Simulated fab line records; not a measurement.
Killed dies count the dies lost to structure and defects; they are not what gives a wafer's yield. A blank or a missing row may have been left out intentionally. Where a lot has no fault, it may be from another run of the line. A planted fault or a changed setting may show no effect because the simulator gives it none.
Which tool did it?    flow nand-harc    40 wafers from 14 lots sampled at 5 of the route's 1302 steps

## WHAT THE GAUGES READ, wafer by wafer
NHARC_A_ONON_D2_THK_MEAS_08: measures by ellipsometry. Usual: 997 nm for thk-nm, sd 7.4.
lot   measured      on             thk-nm (nm)              flag
L308  day 12 05:49  film-metro-02  984 984 983              
L310  day 13 14:39  film-metro-01  992 992 993              
L312  day 14 04:38  film-metro-01  1011 1010 1010           
L313  day 14 04:50  film-metro-01  997 994 994              
L314  day 14 11:12  film-metro-02  1000 1001 997            
L315  day 15 13:15  film-metro-01  997 996 996              
L316  day 15 13:14  film-metro-01  997 997 996              
L322  day 18 13:50  film-metro-02  988 988 985              
L323  day 18 14:00  film-metro-02  909 913                  OFF
L324  day 19 03:05  film-metro-02  912 993 913 915 992 913  OFF
L327  day 20 11:08  film-metro-02  999 1000 1000            
L329  day 21 06:02  film-metro-01  1004 1006 1004           
L330  day 21 20:11  film-metro-01  994 996 994              
L331  day 21 20:12  film-metro-02  989 991 990              

## EACH LOT AND THE TOOL THAT RAN IT (in order: tool; ch and the chambers of the sampled wafers; start)
lot   NHARC_A_CHANNEL_HOLE_D1_ETCH_23   NHARC_A_CHANNEL_HOLE_D1_STRIP_27               NHARC_A_CHANNEL_FILL_D1_ALD_25    NHARC_A_ONON_D2_DEP_06
L308  har-etch-01 ch 0,1, day 8 13:45   rie-diel-06 ch 0,2,3, day 10 04:12 or earlier  ald-hk-02 ch 2,3, day 10 04:12    pecvd-onon-03 ch 0, day 12 05:29
L310  har-etch-01 ch 0,1, day 9 17:58   rie-diel-03 ch 1,2,3, day 11 12:07 or earlier  ald-hk-04 ch 0,2,3, day 11 12:07  pecvd-onon-03 ch 0, day 13 14:08
L312  har-etch-01 ch 0,1, day 10 10:55  rie-diel-06 ch 0,3, day 12 04:37 or earlier    ald-hk-01 ch 1,2,3, day 12 04:37  pecvd-onon-01 ch 0, day 14 04:14
L313  har-etch-02 ch 0,1, day 10 11:07  rie-diel-01 ch 0,1,3, day 12 04:40 or earlier  ald-hk-02 ch 0,1,3, day 12 04:40  pecvd-onon-02 ch 0, day 14 04:23
L314  har-etch-01 ch 0,1, day 10 18:58  rie-diel-06 ch 0,1,2, day 12 14:12 or earlier  ald-hk-02 ch 0,1,3, day 12 14:12  pecvd-onon-03 ch 0, day 14 10:41
L315  har-etch-02 ch 1, day 11 14:41    rie-diel-03 ch 1,3, day 13 13:29 or earlier    ald-hk-04 ch 0,2, day 13 13:29    pecvd-onon-03 ch 0, day 15 12:44
L316  har-etch-01 ch 0,1, day 11 22:23  rie-diel-06 ch 0,1,3, day 13 13:04 or earlier  ald-hk-02 ch 0,1,3, day 13 13:04  pecvd-onon-01 ch 0, day 15 12:50
L322  har-etch-02 ch 0,1, day 14 19:00  rie-diel-06 ch 0,1,3, day 16 12:33 or earlier  ald-hk-02 ch 0,2,3, day 16 12:33  pecvd-onon-03 ch 0, day 18 13:26
L323  har-etch-01 ch 1, day 14 20:39    rie-diel-01 ch 2, day 16 12:33 or earlier      ald-hk-01 ch 1, day 16 12:33      pecvd-onon-02 ch 0, day 18 13:37
L324  har-etch-02 ch 0,1, day 15 07:10  rie-diel-03 ch 1,3, day 17 01:07 or earlier    ald-hk-01 ch 0,1, day 17 01:07    pecvd-onon-02 ch 0, day 19 02:42
L327  har-etch-02 ch 0,1, day 16 16:59  rie-diel-06 ch 0,1, day 18 12:59 or earlier    ald-hk-01 ch 0,1, day 18 12:59    pecvd-onon-03 ch 0, day 20 10:47
L329  har-etch-01 ch 0,1, day 17 10:45  rie-diel-06 ch 1,2,3, day 19 03:26 or earlier  ald-hk-01 ch 0,3, day 19 03:26    pecvd-onon-03 ch 0, day 21 05:32
L330  har-etch-01 ch 0,1, day 17 19:04  rie-diel-06 ch 1,2, day 19 13:18 or earlier    ald-hk-01 ch 2,3, day 19 13:18    pecvd-onon-01 ch 0, day 21 19:44
L331  har-etch-01 ch 1, day 18 04:43    rie-diel-06 ch 1,2, day 19 21:17 or earlier    ald-hk-04 ch 0,1,3, day 19 21:17  pecvd-onon-02 ch 0, day 21 19:45
- NHARC_A_CHANNEL_HOLE_D1_ETCH_23: etches the open film in C4F8/O2/Ar, time 819 s, target depth 1600 nm.
- NHARC_A_CHANNEL_HOLE_D1_STRIP_27: strips in O2.
- NHARC_A_CHANNEL_FILL_D1_ALD_25: deposits SiOx, target thk 60 nm, pulse time 10 s, ald cycles 600.
- NHARC_A_ONON_D2_DEP_06: target thk 1000 nm.

## AS READ BY THE TOOLS THEMSELVES (means over the sampled wafers that have a number; for cases with no such wafer, the mark the record gives instead)
NHARC_A_CHANNEL_HOLE_D1_ETCH_23. Usual: drypump-motor-current-A 5.5 A, standard deviation 0.31; showerhead-plenum-p-Torr 3.65 Torr, standard deviation 0.1; throttle-valve-pct 32.155 %, standard deviation 0.0091.
lot   tool         drypump-motor-current-A (A)  showerhead-plenum-p-Torr (Torr)  throttle-valve-pct (%)  flag
L308  har-etch-01  5.3                          3.60                             32.157                  
L310  har-etch-01  5.3                          3.65                             32.159                  
L312  har-etch-01  5.3                          3.64                             32.156                  
L313  har-etch-02  5.7                          3.76                             32.152                  
L314  har-etch-01  5.3                          3.59                             32.164                  
L315  har-etch-02  6.1                          3.74                             32.152                  
L316  har-etch-01  5.3                          3.63                             32.160                  
L322  har-etch-02  5.9                          3.73                             32.158                  
L323  har-etch-01  5.4                          3.67                             32.150                  
L324  har-etch-02  5.9                          3.72                             32.155                  
L327  har-etch-02  5.9                          3.71                             32.157                  
L329  har-etch-01  5.3                          3.59                             32.158                  
L330  har-etch-01  5.3                          3.58                             32.166                  
L331  har-etch-01  5.4                          3.64                             32.152                  

NHARC_A_CHANNEL_HOLE_D1_STRIP_27. Usual: drypump-motor-current-A 6.0 A, standard deviation 0.34; oes-product-au 0.997 a.u., standard deviation 0.0099; rf-vpp-V 57.8 V, standard deviation 0.88; showerhead-plenum-p-Torr 3.50 Torr, standard deviation 0.12; throttle-valve-pct 17.037 %, standard deviation 0.0087.
lot   tool         drypump-motor-current-A (A)  oes-product-au (a.u.)  rf-vpp-V (V)  showerhead-plenum-p-Torr (Torr)  throttle-valve-pct (%)  flag
L308  rie-diel-06  5.9                          0.997                  57.4          3.51                             17.038                  
L310  rie-diel-03  6.2                          0.992                  58.9          3.65                             17.035                  
L312  rie-diel-06  5.6                          0.993                  57.9          3.51                             17.032                  
L313  rie-diel-01  6.2                          1.007                  57.8          3.53                             17.040                  
L314  rie-diel-06  6.1                          0.995                  58.1          3.42                             17.037                  
L315  rie-diel-03  6.2                          0.989                  58.2          3.62                             17.044                  
L316  rie-diel-06  5.9                          0.992                  57.4          3.42                             17.038                  
L322  rie-diel-06  5.9                          0.993                  58.8          3.41                             17.041                  
L323  rie-diel-01  6.0                          1.015                  57.9          3.43                             17.047                  
L324  rie-diel-03  6.3                          1.003                  57.8          3.54                             17.034                  
L327  rie-diel-06  6.1                          1.000                  57.2          3.32                             17.042                  
L329  rie-diel-06  5.8                          1.003                  58.6          3.46                             17.037                  
L330  rie-diel-06  6.0                          0.999                  57.2          3.46                             17.037                  
L331  rie-diel-06  6.0                          0.998                  57.2          3.46                             17.036                  

NHARC_A_CHANNEL_FILL_D1_ALD_25. Usual: heater-power-w 437 W, standard deviation 43; precursor-pulse-height-rel 0.999, standard deviation 0.021.
lot   tool       heater-power-w (W)  precursor-pulse-height-rel  flag
L308  ald-hk-02  402                 1.003                       
L310  ald-hk-04  469                 1.010                       
L312  ald-hk-01  474                 1.019                       
L313  ald-hk-02  402                 0.986                       
L314  ald-hk-02  396                 0.997                       
L315  ald-hk-04  458                 0.985                       
L316  ald-hk-02  402                 1.008                       
L322  ald-hk-02  401                 1.008                       
L323  ald-hk-01  496                 1.018                       
L324  ald-hk-01  441                 1.005                       
L327  ald-hk-01  471                 1.022                       
L329  ald-hk-01  399                 1.005                       
L330  ald-hk-01  446                 1.007                       
L331  ald-hk-04  459                 0.997                       

NHARC_A_ONON_D2_DEP_06. Usual: 500.3 sccm for nh3-flow-sccm, sd 1.4.
lot   tool           nh3-flow-sccm (sccm)  flag
L308  pecvd-onon-03  499.8                 
L310  pecvd-onon-03  500.2                 
L312  pecvd-onon-01  500.4                 
L313  pecvd-onon-02  501.4                 
L314  pecvd-onon-03  499.9                 
L315  pecvd-onon-03  499.2                 
L316  pecvd-onon-01  500.0                 
L322  pecvd-onon-03  500.6                 
L323  pecvd-onon-02  499.8                 
L324  pecvd-onon-02  500.1                 
L327  pecvd-onon-03  497.9                 
L329  pecvd-onon-03  501.4                 
L330  pecvd-onon-01  500.7                 
L331  pecvd-onon-02  499.7                 

## THE ANSWER, worked out from the rows above alone
Rule: lot off if the mean of its wafers having a number is beyond 3 standard deviations from the usual mean. A lot without any number at a reading at which 4 lots or more have one is off too. The other lots that the step has rows for count as sound. Order of review: gauges by route order, followed by the tools' own readings, for which a lot's mean as printed above is used. The first step at which some lot is off is used, and at that step the reading that is off furthest; a lot without a number counts as furthest.
Off, at NHARC_A_ONON_D2_THK_MEAS_08 on thk-nm: L323, L324.
If a tool, at a process step before that reading, ran all the lots that are off and no sound lot after the first of them, it fits. Those tools and the gauges at NHARC_A_ONON_D2_THK_MEAS_08 are tried in the same way. Because NHARC_A_CHANNEL_HOLE_D1_STRIP_27 lacks a start for some lots, the hours and order of its lots are taken from NHARC_A_CHANNEL_FILL_D1_ALD_25. None of those tried fits.

## WHAT THE SIMULATOR HAD PUT IN
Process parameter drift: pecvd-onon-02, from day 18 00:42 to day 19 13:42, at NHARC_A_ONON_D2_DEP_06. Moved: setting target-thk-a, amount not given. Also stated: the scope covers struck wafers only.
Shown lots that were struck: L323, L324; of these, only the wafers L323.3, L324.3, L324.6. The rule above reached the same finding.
